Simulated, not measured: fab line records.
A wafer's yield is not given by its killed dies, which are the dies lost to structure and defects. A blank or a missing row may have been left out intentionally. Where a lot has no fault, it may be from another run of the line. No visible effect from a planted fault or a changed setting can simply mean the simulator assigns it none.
Lot-split experiment || flow n5-finfet || 7 lots, 21 wafers read, on a route of 1938 steps

ABOUT THE SPLIT
At N5_BEOL_M14_COAT_04 (resist thk 800 nm), the setting spin-rpm was moved away from the recipe's 1704 rpm on 4 of the 21 wafers read, by -11.2% to +8.2%. This setting was run at the recipe's value on the other wafers.

SPLIT TO READING: what lies between them in the file, 1 step
- N5_BEOL_M14_ETCH_59: etches BARC in N2/H2, target depth 89 nm, overetch 26.7 nm, time 67.9 s (also split here: time-s)

THE READING
coat_of_BEOL_M14_COAT_04.thk-nm (the simulator's own value, which no gauge read), in nm, at N5_BEOL_M14_VIA_ETCH_16 (etches SiO2 in C4F8/O2/Ar, target depth 1231.3 nm). There is no usual value for it anywhere in the file. Here, 17 wafers ran the recipe; their average is 451.8 nm with a standard deviation of 8.5 nm.

{"wafer": "L077.1", "tool, chamber at the split": "litho-track-01, 0", "spin-rpm as run, rpm": 1704, "against the recipe": "recipe", "coat_of_BEOL_M14_COAT_04.thk-nm, nm": 454, "against lot-mates on the recipe": "-"}
{"wafer": "L077.4", "tool, chamber at the split": "litho-track-01, 0", "spin-rpm as run, rpm": 1704, "against the recipe": "recipe", "coat_of_BEOL_M14_COAT_04.thk-nm, nm": 451.2, "against lot-mates on the recipe": "-"}
{"wafer": "L077.5", "tool, chamber at the split": "litho-track-01, 0", "spin-rpm as run, rpm": 1704, "against the recipe": "recipe", "coat_of_BEOL_M14_COAT_04.thk-nm, nm": 451.4, "against lot-mates on the recipe": "-"}
{"wafer": "L081.1", "tool, chamber at the split": "litho-track-05, 0", "spin-rpm as run, rpm": 1513, "against the recipe": "-11.2%", "coat_of_BEOL_M14_COAT_04.thk-nm, nm": 497.6, "against lot-mates on the recipe": "+39.5"}
{"wafer": "L081.3", "tool, chamber at the split": "litho-track-05, 0", "spin-rpm as run, rpm": 1704, "against the recipe": "recipe", "coat_of_BEOL_M14_COAT_04.thk-nm, nm": 461, "against lot-mates on the recipe": "-"}
{"wafer": "L081.6", "tool, chamber at the split": "litho-track-05, 0", "spin-rpm as run, rpm": 1704, "against the recipe": "recipe", "coat_of_BEOL_M14_COAT_04.thk-nm, nm": 455.2, "against lot-mates on the recipe": "-"}
{"wafer": "L084.1", "tool, chamber at the split": "litho-track-01, 0", "spin-rpm as run, rpm": 1704, "against the recipe": "recipe", "coat_of_BEOL_M14_COAT_04.thk-nm, nm": 448, "against lot-mates on the recipe": "-"}
{"wafer": "L084.4", "tool, chamber at the split": "litho-track-01, 0", "spin-rpm as run, rpm": 1844, "against the recipe": "+8.2%", "coat_of_BEOL_M14_COAT_04.thk-nm, nm": 421.4, "against lot-mates on the recipe": -25.4}
{"wafer": "L084.6", "tool, chamber at the split": "litho-track-01, 0", "spin-rpm as run, rpm": 1704, "against the recipe": "recipe", "coat_of_BEOL_M14_COAT_04.thk-nm, nm": 445.6, "against lot-mates on the recipe": "-"}
{"wafer": "L083.1", "tool, chamber at the split": "litho-track-01, 0", "spin-rpm as run, rpm": 1704, "against the recipe": "recipe", "coat_of_BEOL_M14_COAT_04.thk-nm, nm": 460.2, "against lot-mates on the recipe": "-"}
{"wafer": "L083.2", "tool, chamber at the split": "litho-track-01, 0", "spin-rpm as run, rpm": 1704, "against the recipe": "recipe", "coat_of_BEOL_M14_COAT_04.thk-nm, nm": 470.6, "against lot-mates on the recipe": "-"}
{"wafer": "L083.4", "tool, chamber at the split": "litho-track-01, 0", "spin-rpm as run, rpm": 1588, "against the recipe": "-6.8%", "coat_of_BEOL_M14_COAT_04.thk-nm, nm": 498.2, "against lot-mates on the recipe": "+32.8"}
{"wafer": "L089.3", "tool, chamber at the split": "litho-track-01, 0", "spin-rpm as run, rpm": 1704, "against the recipe": "recipe", "coat_of_BEOL_M14_COAT_04.thk-nm, nm": 453, "against lot-mates on the recipe": "-"}
{"wafer": "L089.4", "tool, chamber at the split": "litho-track-01, 0", "spin-rpm as run, rpm": 1704, "against the recipe": "recipe", "coat_of_BEOL_M14_COAT_04.thk-nm, nm": 458.8, "against lot-mates on the recipe": "-"}
{"wafer": "L089.5", "tool, chamber at the split": "litho-track-01, 0", "spin-rpm as run, rpm": 1704, "against the recipe": "recipe", "coat_of_BEOL_M14_COAT_04.thk-nm, nm": 454.6, "against lot-mates on the recipe": "-"}
{"wafer": "L093.1", "tool, chamber at the split": "litho-track-05, 0", "spin-rpm as run, rpm": 1704, "against the recipe": "recipe", "coat_of_BEOL_M14_COAT_04.thk-nm, nm": 453, "against lot-mates on the recipe": "-"}
{"wafer": "L093.5", "tool, chamber at the split": "litho-track-05, 0", "spin-rpm as run, rpm": 1704, "against the recipe": "recipe", "coat_of_BEOL_M14_COAT_04.thk-nm, nm": 433.6, "against lot-mates on the recipe": "-"}
{"wafer": "L093.6", "tool, chamber at the split": "litho-track-05, 0", "spin-rpm as run, rpm": 1704, "against the recipe": "recipe", "coat_of_BEOL_M14_COAT_04.thk-nm, nm": 439, "against lot-mates on the recipe": "-"}
{"wafer": "L095.4", "tool, chamber at the split": "litho-track-03, 0", "spin-rpm as run, rpm": 1704, "against the recipe": "recipe", "coat_of_BEOL_M14_COAT_04.thk-nm, nm": 444.8, "against lot-mates on the recipe": "-"}
{"wafer": "L095.5", "tool, chamber at the split": "litho-track-03, 0", "spin-rpm as run, rpm": 1704, "against the recipe": "recipe", "coat_of_BEOL_M14_COAT_04.thk-nm, nm": 446, "against lot-mates on the recipe": "-"}
{"wafer": "L095.6", "tool, chamber at the split": "litho-track-03, 0", "spin-rpm as run, rpm": 1598, "against the recipe": "-6.2%", "coat_of_BEOL_M14_COAT_04.thk-nm, nm": 478, "against lot-mates on the recipe": "+32.6"}

THE FIT
A straight line over all 21 wafers: coat_of_BEOL_M14_COAT_04.thk-nm changes by -4.42 nm for each +1% of spin-rpm; r = -0.88; the points scatter about the line by 8.9 nm.
The same after taking each lot's own level away (the mean of its wafers on the recipe; 21 wafers): -3.82 nm for each +1%; r = -0.95; scatter 4.9 nm.
Per that fit: largest spin-rpm move, reading shift of 43 nm.
From 441.87 to 465.40 nm: that is the span of the lots' own levels, equal to 2.8 times the standard deviation above.
So the slope is not independent of the lot-to-lot level: the two fits are not the same.
Check: +47.3 nm against its lot-mates is what the line predicts for one of the wafers moved furthest among these (-11.2%) when that wafer is left out of the fit. It came out at +39.5 nm against them.

OTHER SPLITS ON THESE WAFERS
Note: prior to the reading, these wafers also went through further splits. Each is held against what the fit with the lots' levels taken away leaves over:
{"other split on the same wafers": "N5_BEOL_M9_TRENCH_ETCH_37 time-s", "wafers away from the commonest value": 3, "r with coat_of_BEOL_M14_COAT_04.thk-nm (lot level and that fit taken away)": -0.10}
{"other split on the same wafers": "N5_BEOL_M10_COAT_64 spin-rpm", "wafers away from the commonest value": 9, "r with coat_of_BEOL_M14_COAT_04.thk-nm (lot level and that fit taken away)": -0.03}
{"other split on the same wafers": "N5_BEOL_M11_ETCH_41 time-s", "wafers away from the commonest value": 12, "r with coat_of_BEOL_M14_COAT_04.thk-nm (lot level and that fit taken away)": -0.19}
{"other split on the same wafers": "N5_BEOL_M12_ETCH_38 time-s", "wafers away from the commonest value": 3, "r with coat_of_BEOL_M14_COAT_04.thk-nm (lot level and that fit taken away)": -0.12}
{"other split on the same wafers": "N5_BEOL_M12_CMP_49 down-force-psi", "wafers away from the commonest value": 8, "r with coat_of_BEOL_M14_COAT_04.thk-nm (lot level and that fit taken away)": -0.32}
{"other split on the same wafers": "N5_BEOL_M13_COAT_65 spin-rpm", "wafers away from the commonest value": 4, "r with coat_of_BEOL_M14_COAT_04.thk-nm (lot level and that fit taken away)": -0.09}
{"other split on the same wafers": "N5_BEOL_M14_ETCH_59 time-s", "wafers away from the commonest value": 8, "r with coat_of_BEOL_M14_COAT_04.thk-nm (lot level and that fit taken away)": -0.49}

THE WHOLE CHAIN: every reading that the file lists as answering this split, in the file's order
{"step": "N5_BEOL_M14_COAT_04", "what it does": "resist thk 800 nm", "reading": "coat_of_BEOL_M14_COAT_04.thk-nm (the simulator's own value, which no gauge read)", "change (the file's fit)": "-4.17 nm for each +1% of the setting", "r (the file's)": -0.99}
{"step": "N5_BEOL_M14_VIA_ETCH_16", "what it does": "etches SiO2 in C4F8/O2/Ar, target depth 1231.3 nm", "reading": "coat_of_BEOL_M14_COAT_04.thk-nm (the simulator's own value, which no gauge read)", "change (the file's fit)": "-3.87 nm for each +1% of the setting", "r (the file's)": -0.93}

FILE'S OWN FIT
coat_of_BEOL_M14_COAT_04.thk-nm changes by -3.87 nm for each +1% of spin-rpm, r = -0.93.
